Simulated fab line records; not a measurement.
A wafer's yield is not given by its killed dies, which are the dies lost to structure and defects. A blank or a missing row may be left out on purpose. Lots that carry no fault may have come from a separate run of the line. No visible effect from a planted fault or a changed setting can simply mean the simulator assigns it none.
Which tool is to blame? :: flow nand-harc :: 12 lots with 36 wafers sampled at 5 steps, on a route of 1302 steps

== WHAT THE GAUGES READ, wafer by wafer ==
NHARC_P_CONTACT_CD_MEAS_19. Usual: cd-nm at 89.9 nm, with a standard deviation of 1.6.
lot: L113
measured: day 7 00:38
on: cd-sem-02
cd-nm (nm): 90.5 89.8 89.5
flag: 

lot: L115
measured: day 7 18:23
on: cd-sem-01
cd-nm (nm): 89.9 91.0 91.2
flag: 

lot: L117
measured: day 8 23:37
on: cd-sem-01
cd-nm (nm): 89.4 89.9 91.4
flag: 

lot: L123
measured: day 11 04:17
on: cd-sem-03
cd-nm (nm): 89.9 89.6 91.1
flag: 

lot: L125
measured: day 11 21:08
on: cd-sem-02
cd-nm (nm): 92.3 88.4 92.9
flag: 

lot: L124
measured: day 11 22:01
on: cd-sem-03
cd-nm (nm): 89.9 87.7 90.3
flag: 

lot: L126
measured: day 12 15:22
on: cd-sem-01
cd-nm (nm): 90.2 87.7 91.6
flag: 

lot: L129
measured: day 13 23:55
on: cd-sem-02
cd-nm (nm): 90.0 91.9 88.6
flag: 

lot: L130
measured: day 14 05:03
on: cd-sem-01
cd-nm (nm): 91.6 91.8 89.3
flag: 

lot: L131
measured: day 14 16:53
on: cd-sem-01
cd-nm (nm): 91.7 92.4 90.2
flag: 

lot: L132
measured: day 15 01:24
on: cd-sem-01
cd-nm (nm): 88.4 88.1 87.7
flag: 

lot: L133
measured: day 15 17:48
on: cd-sem-02
cd-nm (nm): 90.3 86.9 90.2
flag: 

NHARC_END_SORT_01. Usual: defect-limited-yield 91.3 % (standard deviation 2.2); killed-at-array 55 (standard deviation 15); killed-at-other 1.0 (standard deviation 1.2); killed-at-periphery 3.4 (standard deviation 2.2); killed-dies 59 (standard deviation 15); killed-open 3.2 (standard deviation 2); killed-short 2.5 (standard deviation 1.7).
lot: L123
measured: day 29 19:01
on: prober-02
defect-limited-yield (%): 88.0 91.9 91.4
killed-at-array: 75 54 54
killed-at-other: 1 0 2
killed-at-periphery: 5 1 2
killed-dies: 81 55 58
killed-open: 5 1 1
killed-short: 3 2 3
flag: 

lot: L125
measured: day 30 00:23
on: prober-02
defect-limited-yield (%): 91.7 93.2 92.2
killed-at-array: 52 39 48
killed-at-other: 0 0 1
killed-at-periphery: 4 7 4
killed-dies: 56 46 53
killed-open: 4 2 7
killed-short: 2 2 2
flag: 

lot: L124
measured: day 29 17:17
on: prober-01
defect-limited-yield (%): 92.6 90.5 92.9
killed-at-array: 49 56 44
killed-at-other: 1 0 1
killed-at-periphery: 0 8 3
killed-dies: 50 64 48
killed-open: 1 3 1
killed-short: 4 7 1
flag: 

lot: L132
measured: day 33 05:31
on: prober-02
defect-limited-yield (%): 90.8 90.4 92.9
killed-at-array: 59 62 47
killed-at-other: 2 0 0
killed-at-periphery: 1 3 1
killed-dies: 62 65 48
killed-open: 3 5 0
killed-short: 2 1 2
flag: 

== WHICH TOOL RAN EACH LOT (tool, then ch and the chambers of the sampled wafers, then the start) ==
lot: L113
NHARC_P_CONTACT_ETCH_35: rie-diel-12 ch 0,1,2, day 6 23:52
NHARC_P_CONTACT_STRIP_28: rie-diel-03 ch 0,2,3, day 7 00:43
NHARC_P_M0_SOFTBAKE_04: litho-track-06 ch 0, day 7 03:00

lot: L115
NHARC_P_CONTACT_ETCH_35: rie-diel-12 ch 0,1,2, day 7 17:35
NHARC_P_CONTACT_STRIP_28: rie-diel-03 ch 1,2,3, day 7 18:28
NHARC_P_M0_SOFTBAKE_04: litho-track-04 ch 0, day 7 21:00

lot: L117
NHARC_P_CONTACT_ETCH_35: rie-diel-12 ch 0,1,3, day 8 22:50
NHARC_P_CONTACT_STRIP_28: rie-diel-03 ch 1,2, day 8 23:42
NHARC_P_M0_SOFTBAKE_04: litho-track-04 ch 0, day 9 02:00

lot: L123
NHARC_P_CONTACT_ETCH_35: rie-diel-03 ch 1,2, day 11 03:30
NHARC_P_CONTACT_STRIP_28: rie-diel-13 ch 0,2,3, day 11 04:23
NHARC_P_M0_SOFTBAKE_04: litho-track-04 ch 0, day 11 07:00

lot: L125
NHARC_P_CONTACT_ETCH_35: rie-diel-12 ch 0,1,3, day 11 20:21
NHARC_P_CONTACT_STRIP_28: rie-diel-12 ch 0,2,3, day 11 21:14
NHARC_P_M0_SOFTBAKE_04: litho-track-04 ch 0, day 11 23:00

lot: L124
NHARC_P_CONTACT_ETCH_35: rie-diel-13 ch 0,1,3, day 11 21:14
NHARC_P_CONTACT_STRIP_28: rie-diel-03 ch 0,1,2, day 11 22:05
NHARC_P_M0_SOFTBAKE_04: litho-track-06 ch 0, day 12 00:00

lot: L126
NHARC_P_CONTACT_ETCH_35: rie-diel-12 ch 0,1,3, day 12 14:34
NHARC_P_CONTACT_STRIP_28: rie-diel-03 ch 0,1,3, day 12 15:26
NHARC_P_M0_SOFTBAKE_04: litho-track-06 ch 0, day 12 18:00

lot: L129
NHARC_P_CONTACT_ETCH_35: rie-diel-13 ch 0,2,3, day 13 23:08
NHARC_P_CONTACT_STRIP_28: rie-diel-03 ch 0,1, day 13 23:59
NHARC_P_M0_SOFTBAKE_04: litho-track-06 ch 0, day 14 02:00

lot: L130
NHARC_P_CONTACT_ETCH_35: rie-diel-03 ch 0,2,3, day 14 04:16
NHARC_P_CONTACT_STRIP_28: rie-diel-12 ch 0,1,3, day 14 05:08
NHARC_P_M0_SOFTBAKE_04: litho-track-01 ch 0, day 14 07:00

lot: L131
NHARC_P_CONTACT_ETCH_35: rie-diel-03 ch 1,2,3, day 14 16:05
NHARC_P_CONTACT_STRIP_28: rie-diel-13 ch 1,2,3, day 14 16:59
NHARC_P_M0_SOFTBAKE_04: litho-track-06 ch 0, day 14 19:00

lot: L132
NHARC_P_CONTACT_ETCH_35: rie-diel-13 ch 0,1,2, day 15 00:29
NHARC_P_CONTACT_STRIP_28: rie-diel-12 ch 0,2,3, day 15 01:28
NHARC_P_M0_SOFTBAKE_04: litho-track-04 ch 0, day 15 04:00

lot: L133
NHARC_P_CONTACT_ETCH_35: rie-diel-13 ch 0,1,2, day 15 16:53
NHARC_P_CONTACT_STRIP_28: rie-diel-13 ch 0,1,2, day 15 17:53
NHARC_P_M0_SOFTBAKE_04: litho-track-04 ch 0, day 15 20:00
- NHARC_P_CONTACT_ETCH_35: etches the open film in CF4, target depth 39 nm, time 65 s.
- NHARC_P_CONTACT_STRIP_28: strips in O2.
- NHARC_P_M0_SOFTBAKE_04: time 55 s.

== WHAT THE TOOLS THEMSELVES READ (means of the sampled wafers that have a number; where no wafer has one, the mark that the record gives instead) ==
NHARC_P_CONTACT_ETCH_35. Usual: chamber-pressure-mTorr 50.00 mTorr, standard deviation 0.075; drypump-motor-current-A 5.9 A, standard deviation 0.42; oes-product-au 0.999 a.u., standard deviation 0.0095; rf-vpp-V 151.5 V, standard deviation 1.3; showerhead-plenum-p-Torr 1.78 Torr, standard deviation 0.078; throttle-valve-pct 13.285 %, standard deviation 0.0092.
lot: L113
tool: rie-diel-12
chamber-pressure-mTorr (mTorr): 50.01
drypump-motor-current-A (A): 5.7
oes-product-au (a.u.): 0.985
rf-vpp-V (V): 153.7
showerhead-plenum-p-Torr (Torr): 1.88
throttle-valve-pct (%): 13.288
flag: 

lot: L115
tool: rie-diel-12
chamber-pressure-mTorr (mTorr): 49.99
drypump-motor-current-A (A): 5.7
oes-product-au (a.u.): 0.989
rf-vpp-V (V): 152.7
showerhead-plenum-p-Torr (Torr): 1.88
throttle-valve-pct (%): 13.288
flag: 

lot: L117
tool: rie-diel-12
chamber-pressure-mTorr (mTorr): 50.01
drypump-motor-current-A (A): 5.9
oes-product-au (a.u.): 1.004
rf-vpp-V (V): 152.2
showerhead-plenum-p-Torr (Torr): 1.81
throttle-valve-pct (%): 13.286
flag: 

lot: L123
tool: rie-diel-03
chamber-pressure-mTorr (mTorr): 49.97
drypump-motor-current-A (A): 5.5
oes-product-au (a.u.): 1.000
rf-vpp-V (V): 150.9
showerhead-plenum-p-Torr (Torr): 1.72
throttle-valve-pct (%): 13.282
flag: 

lot: L125
tool: rie-diel-12
chamber-pressure-mTorr (mTorr): 50.01
drypump-motor-current-A (A): 5.9
oes-product-au (a.u.): 1.005
rf-vpp-V (V): 151.7
showerhead-plenum-p-Torr (Torr): 1.81
throttle-valve-pct (%): 13.285
flag: 

lot: L124
tool: rie-diel-13
chamber-pressure-mTorr (mTorr): 49.98
drypump-motor-current-A (A): 6.3
oes-product-au (a.u.): 0.999
rf-vpp-V (V): 151.7
showerhead-plenum-p-Torr (Torr): 1.79
throttle-valve-pct (%): 13.292
flag: 

lot: L126
tool: rie-diel-12
chamber-pressure-mTorr (mTorr): 50.01
drypump-motor-current-A (A): 5.9
oes-product-au (a.u.): 1.001
rf-vpp-V (V): 151.4
showerhead-plenum-p-Torr (Torr): 1.81
throttle-valve-pct (%): 13.293
flag: 

lot: L129
tool: rie-diel-13
chamber-pressure-mTorr (mTorr): 50.00
drypump-motor-current-A (A): 6.1
oes-product-au (a.u.): 1.008
rf-vpp-V (V): 151.1
showerhead-plenum-p-Torr (Torr): 1.75
throttle-valve-pct (%): 13.286
flag: 

lot: L130
tool: rie-diel-03
chamber-pressure-mTorr (mTorr): 50.04
drypump-motor-current-A (A): 5.6
oes-product-au (a.u.): 1.001
rf-vpp-V (V): 151.2
showerhead-plenum-p-Torr (Torr): 1.74
throttle-valve-pct (%): 13.280
flag: 

lot: L131
tool: rie-diel-03
chamber-pressure-mTorr (mTorr): 50.00
drypump-motor-current-A (A): 5.7
oes-product-au (a.u.): 0.995
rf-vpp-V (V): 151.9
showerhead-plenum-p-Torr (Torr): 1.73
throttle-valve-pct (%): 13.289
flag: 

lot: L132
tool: rie-diel-13
chamber-pressure-mTorr (mTorr): 49.96
drypump-motor-current-A (A): 6.0
oes-product-au (a.u.): 1.001
rf-vpp-V (V): 150.9
showerhead-plenum-p-Torr (Torr): 1.77
throttle-valve-pct (%): 13.289
flag: 

lot: L133
tool: rie-diel-13
chamber-pressure-mTorr (mTorr): 49.98
drypump-motor-current-A (A): 6.0
oes-product-au (a.u.): 1.000
rf-vpp-V (V): 151.4
showerhead-plenum-p-Torr (Torr): 1.77
throttle-valve-pct (%): 13.284
flag: 

NHARC_P_CONTACT_STRIP_28. Usual: chamber-pressure-mTorr 59.99 mTorr, standard deviation 0.054; drypump-motor-current-A 5.7 A, standard deviation 0.45; oes-product-au 1.001 a.u., standard deviation 0.01; rf-vpp-V 57.7 V, standard deviation 0.93; showerhead-plenum-p-Torr 3.51 Torr, standard deviation 0.14; throttle-valve-pct 17.037 %, standard deviation 0.0094.
lot: L113
tool: rie-diel-03
chamber-pressure-mTorr (mTorr): 59.95
drypump-motor-current-A (A): 5.5
oes-product-au (a.u.): 0.999
rf-vpp-V (V): 58.0
showerhead-plenum-p-Torr (Torr): 3.47
throttle-valve-pct (%): 17.034
flag: 

lot: L115
tool: rie-diel-03
chamber-pressure-mTorr (mTorr): 59.96
drypump-motor-current-A (A): 5.7
oes-product-au (a.u.): 1.005
rf-vpp-V (V): 57.7
showerhead-plenum-p-Torr (Torr): 3.45
throttle-valve-pct (%): 17.040
flag: 

lot: L117
tool: rie-diel-03
chamber-pressure-mTorr (mTorr): 60.00
drypump-motor-current-A (A): 5.6
oes-product-au (a.u.): 1.008
rf-vpp-V (V): 57.9
showerhead-plenum-p-Torr (Torr): 3.41
throttle-valve-pct (%): 17.039
flag: 

lot: L123
tool: rie-diel-13
chamber-pressure-mTorr (mTorr): 60.01
drypump-motor-current-A (A): 6.1
oes-product-au (a.u.): 0.995
rf-vpp-V (V): 57.9
showerhead-plenum-p-Torr (Torr): 3.50
throttle-valve-pct (%): 17.028
flag: 

lot: L125
tool: rie-diel-12
chamber-pressure-mTorr (mTorr): 60.04
drypump-motor-current-A (A): 5.9
oes-product-au (a.u.): 0.998
rf-vpp-V (V): 58.5
showerhead-plenum-p-Torr (Torr): 3.60
throttle-valve-pct (%): 17.037
flag: 

lot: L124
tool: rie-diel-03
chamber-pressure-mTorr (mTorr): 60.00
drypump-motor-current-A (A): 5.3
oes-product-au (a.u.): 1.000
rf-vpp-V (V): 57.0
showerhead-plenum-p-Torr (Torr): 3.44
throttle-valve-pct (%): 17.038
flag: 

lot: L126
tool: rie-diel-03
chamber-pressure-mTorr (mTorr): 59.97
drypump-motor-current-A (A): 5.4
oes-product-au (a.u.): 0.999
rf-vpp-V (V): 57.7
showerhead-plenum-p-Torr (Torr): 3.48
throttle-valve-pct (%): 17.037
flag: 

lot: L129
tool: rie-diel-03
chamber-pressure-mTorr (mTorr): 60.02
drypump-motor-current-A (A): 5.0
oes-product-au (a.u.): 1.002
rf-vpp-V (V): 57.4
showerhead-plenum-p-Torr (Torr): 3.46
throttle-valve-pct (%): 17.040
flag: 

lot: L130
tool: rie-diel-12
chamber-pressure-mTorr (mTorr): 59.99
drypump-motor-current-A (A): 5.9
oes-product-au (a.u.): 1.004
rf-vpp-V (V): 58.0
showerhead-plenum-p-Torr (Torr): 3.62
throttle-valve-pct (%): 17.030
flag: 

lot: L131
tool: rie-diel-13
chamber-pressure-mTorr (mTorr): 59.99
drypump-motor-current-A (A): 6.1
oes-product-au (a.u.): 0.997
rf-vpp-V (V): 57.6
showerhead-plenum-p-Torr (Torr): 3.45
throttle-valve-pct (%): 17.030
flag: 

lot: L132
tool: rie-diel-12
chamber-pressure-mTorr (mTorr): 59.99
drypump-motor-current-A (A): 5.9
oes-product-au (a.u.): 0.986
rf-vpp-V (V): 57.5
showerhead-plenum-p-Torr (Torr): 3.60
throttle-valve-pct (%): 17.043
flag: 

lot: L133
tool: rie-diel-13
chamber-pressure-mTorr (mTorr): 59.98
drypump-motor-current-A (A): 6.0
oes-product-au (a.u.): 1.003
rf-vpp-V (V): 57.6
showerhead-plenum-p-Torr (Torr): 3.53
throttle-valve-pct (%): 17.044
flag: 

NHARC_P_M0_SOFTBAKE_04. Usual: heater-power-total-W 188.43 W, standard deviation 0.13; resist-line-temp-C 22.99 C, standard deviation 0.11.
lot: L113
tool: litho-track-06
heater-power-total-W (W): 188.53
resist-line-temp-C (C): 23.13
flag: 

lot: L115
tool: litho-track-04
heater-power-total-W (W): 181.65
resist-line-temp-C (C): 22.88
flag: OFF

lot: L117
tool: litho-track-04
heater-power-total-W (W): 181.55
resist-line-temp-C (C): 22.88
flag: OFF

lot: L123
tool: litho-track-04
heater-power-total-W (W): 188.55
resist-line-temp-C (C): 23.21
flag: 

lot: L125
tool: litho-track-04
heater-power-total-W (W): 188.38
resist-line-temp-C (C): 23.01
flag: 

lot: L124
tool: litho-track-06
heater-power-total-W (W): 188.50
resist-line-temp-C (C): 23.03
flag: 

lot: L126
tool: litho-track-06
heater-power-total-W (W): 188.41
resist-line-temp-C (C): 23.02
flag: 

lot: L129
tool: litho-track-06
heater-power-total-W (W): 188.40
resist-line-temp-C (C): 22.87
flag: 

lot: L130
tool: litho-track-01
heater-power-total-W (W): 188.33
resist-line-temp-C (C): 22.83
flag: 

lot: L131
tool: litho-track-06
heater-power-total-W (W): 188.37
resist-line-temp-C (C): 23.05
flag: 

lot: L132
tool: litho-track-04
heater-power-total-W (W): 188.40
resist-line-temp-C (C): 22.95
flag: 

lot: L133
tool: litho-track-04
heater-power-total-W (W): 188.40
resist-line-temp-C (C): 23.00
flag: 

== THE ANSWER, worked out from the rows above alone ==
Rule: a lot counts as off when the mean over its wafers that have a number is more than 3 standard deviations away from the usual mean. Also off: a lot with no number at a reading for which 4 or more lots have one. All remaining lots with rows at the step are treated as sound. After the gauges, taken in route order, come the tools' own readings; for these a lot's mean is taken, as printed above. At the first step where some lot is off, the reading lying furthest off is the one used; lots without a number count as furthest.
Off, at NHARC_P_M0_SOFTBAKE_04 on heater-power-total-W: L115, L117.
A tool fits if, at that step or a process step before it, it ran every lot that is off, and no sound lot after the first of them. No candidate that was tried fits.

== WHAT THE SIMULATOR PUT IN ==
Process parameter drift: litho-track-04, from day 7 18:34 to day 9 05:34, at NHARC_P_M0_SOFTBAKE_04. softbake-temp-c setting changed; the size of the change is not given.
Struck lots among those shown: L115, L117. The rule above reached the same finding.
